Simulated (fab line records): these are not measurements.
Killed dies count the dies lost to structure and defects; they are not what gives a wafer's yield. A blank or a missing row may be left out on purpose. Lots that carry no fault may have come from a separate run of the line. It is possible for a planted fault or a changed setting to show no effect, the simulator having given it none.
Struck lot and sound lot, side by side || flow n5Finfet || 27 out of 1938 route steps
Sound: these wafers, L179.1, L179.3, L179.6. Wafers L183.2, L183.5, L183.6 were the ones struck. The cause is given at the end.
Per side, at each step with rows, come the tool, then ch with its chambers, and then its first start. Under that, the readings that differ: sound wafers || struck wafers || difference of the means || sigmas: that difference in standard deviations of wafers without a fault.
alike: readings with means less than 2 such deviations apart, plus words and numbers identical on both sides. not compared: withheld readings, readings lacking a value on some wafer, bounds such as >300 that could conceal the same value, and numbers that have no deviation in the record and whose values overlap.
A row with sigmas, a row that says differs or no value, or rows on one side alone: a step with any of these is where the two part. Numbers that have no deviation but don't overlap get no sigmas and don't part them. A reading missing from all wafers of one side parts the sides only when that side holds two or more wafers.

N5_BEOL_M11_SPUTTER_48: material Cu, target thk 12 nm, time 2 s.
  sound on pvdSputter-03, day 13 11:44; struck on pvdSputter-03, day 14 10:34
  alike: throttleValvePct
then, 3 steps without rows for these wafers: N5_BEOL_M11_ECD_50 (material Cu, target thk 318 nm); N5_BEOL_M11_ANNEAL_51 (time 90 s); N5_BEOL_M11_CMP_52 (polishes, stops on SiCOH lowk, t overpolish 7 s, target thk 140 nm).
N5_BEOL_M11_THK_MEAS_53: measures by xrf.
  sound on filmMetro-02, day 13 12:54; struck on filmMetro-02, day 14 11:59
  alike: M11_THK
then, 1 step without rows for these wafers: N5_BEOL_M11_PRE_CLEAN_55 (time 15 s).
N5_BEOL_M11_DEP_56: deposits SiCN from 3MS/NH3, target thk 30 nm, time 10.5 s.
  sound on pecvd-04 ch 1,2, day 13 12:58; struck on pecvd-02 ch 0,1,2, day 14 12:03
  alike: showerheadPlenumPTorr, throttleValvePct
N5_BEOL_M11_RS_MEAS_57: the measuring method here is four-point-probe.
  sound on filmMetro-01, day 13 13:02; struck on filmMetro-02, day 14 12:07
  alike: M11_RS
N5_BEOL_M11_INSPECT_58: inspects for defects (darkfield).
  sound on defectInspect-02, day 13 13:03; struck on defectInspect-01, day 14 12:08
  alike: rawDefectCount
N5_BEOL_M12_ILD_DEP_00: deposits SiOC from DEMS/O2, target thk 658.92 nm, time 130.7 s.
  sound on pecvd-01 ch 1,2, day 13 13:05; struck on pecvd-03 ch 0,1, day 14 12:11
  alike: heaterPowerW, showerheadPlenumPTorr, throttleValvePct
N5_BEOL_M12_THK_MEAS_01:
  sound on filmMetro-02, day 13 13:13; struck on filmMetro-02, day 14 12:19
{"reading": "M12_ILD_THK (nm)", "sound": "649 656 656", "struck": "667 674 675", "difference": "+18", "sigmas": "+2"}
then, 1 step without rows for these wafers: N5_BEOL_M12_COAT_58 (time 60 s, resist thk 89 nm).
N5_BEOL_M12_COAT_04: resist thk 400 nm.
  sound on lithoTrack-03 ch 0, day 13 13:16; struck on lithoTrack-03 ch 0, day 14 12:20
{"reading": "spinSpeedRpm (rpm)", "sound": "1625.5 1625.4 1624.6", "struck": "1836.5 1838.8 1836.3", "difference": "+212.0", "sigmas": "+99 or more"}
{"reading": "model.coat_of_BEOL_M12_COAT_04.thkNm (nm)", "sound": "402.4 402 400.8", "struck": "376.8 377 377.8", "difference": -24.5, "sigmas": ""}
then, 6 steps without rows for these wafers: N5_BEOL_M12_EBR_06; N5_BEOL_M12_SOFTBAKE_05 (time 60 s); N5_BEOL_M12_EXPOSE_07 (exposes mask V11); N5_BEOL_M12_PEB_08 (peb time 90 s); N5_BEOL_M12_DEVELOP_09 (develop time 45 s); N5_BEOL_M12_HARDBAKE_14 (time 120 s).
N5_BEOL_M12_CD_MEAS_10: target cd 140 nm.
  sound on cdSem-02 ch 0, day 13 13:39; struck on cdSem-01 ch 0, day 14 12:37
{"reading": "cdNm (nm)", "sound": "139.0 137.1 139.5", "struck": "142.0 143.6 141.3", "difference": "+3.8", "sigmas": "+2"}
N5_BEOL_M12_OVL_MEAS_11:
  sound on overlay-01 ch 0, day 13 13:41; struck on overlay-01 ch 0, day 14 12:38
  alike: V11_OVL
N5_BEOL_M12_INSPECT_12: inspects for defects (macro).
  sound on defectInspect-01, day 13 13:42; struck on defectInspect-02, day 14 12:40
  alike: rawDefectCount
N5_BEOL_M12_DESCUM_15: chemistry O2, time 7.9 s.
  sound on rieDiel-03 ch 1,3, day 13 14:08; struck on rieDiel-03 ch 0,1, day 14 12:42
  alike: drypumpMotorCurrentA, oesProductAu, rfVppV, showerheadPlenumPTorr, throttleValvePct
  not compared: rfHoursCounterH
then, 1 step without rows for these wafers: N5_BEOL_M12_ETCH_59 (etches BARC in N2/H2, target depth 89 nm, overetch 26.7 nm, time 67.9 s).
N5_BEOL_M12_VIA_ETCH_16: etches SiOC in C4F8/O2/Ar, target depth 724.8 nm.
  sound on rieDiel-03 ch 1,3, day 13 14:13; struck on rieDiel-03 ch 0,1, day 14 12:47
{"reading": "model.coat_of_BEOL_M12_COAT_04.thkNm (nm)", "sound": "127.2 126 124.4", "struck": "97 94.8 96.4", "difference": -30, "sigmas": ""}
  alike: drypumpMotorCurrentA, oesProductAu, rfVppV, showerheadPlenumPTorr, throttleValvePct
N5_BEOL_M12_STRIP_63: strips in N2/H2.
  sound on plasmaAsher-02 ch 0, day 13 14:25; struck on plasmaAsher-01 ch 0,1, day 14 12:59
{"reading": "oesProductAu (a.u.)", "sound": "0.698 0.693 0.700", "struck": "0.682 0.685 0.682", "difference": -0.014, "sigmas": -3}
{"reading": "stripTimeToEndpointS (s)", "sound": "43.6 43.3 42.8", "struck": "35.4 34.8 35.2", "difference": -8.1, "sigmas": -11}
  alike: drypumpMotorCurrentA, heaterPowerW
  not compared: rfHoursCounterH
N5_BEOL_M12_STRIP_64: strips in N2/H2.
  sound on plasmaAsher-02 ch 0, day 13 14:29; struck on plasmaAsher-01 ch 0,1, day 14 13:03
{"reading": "heaterPowerW (W)", "sound": "417 419 411", "struck": "356 307 361", "difference": -74, "sigmas": -2}
  alike: drypumpMotorCurrentA, oesProductAu, stripTimeToEndpointS
  not compared: rfHoursCounterH

WHERE THEY PART
First at N5_BEOL_M12_THK_MEAS_01; last, within this record, at N5_BEOL_M12_STRIP_64.

WHY: what the simulator had put in
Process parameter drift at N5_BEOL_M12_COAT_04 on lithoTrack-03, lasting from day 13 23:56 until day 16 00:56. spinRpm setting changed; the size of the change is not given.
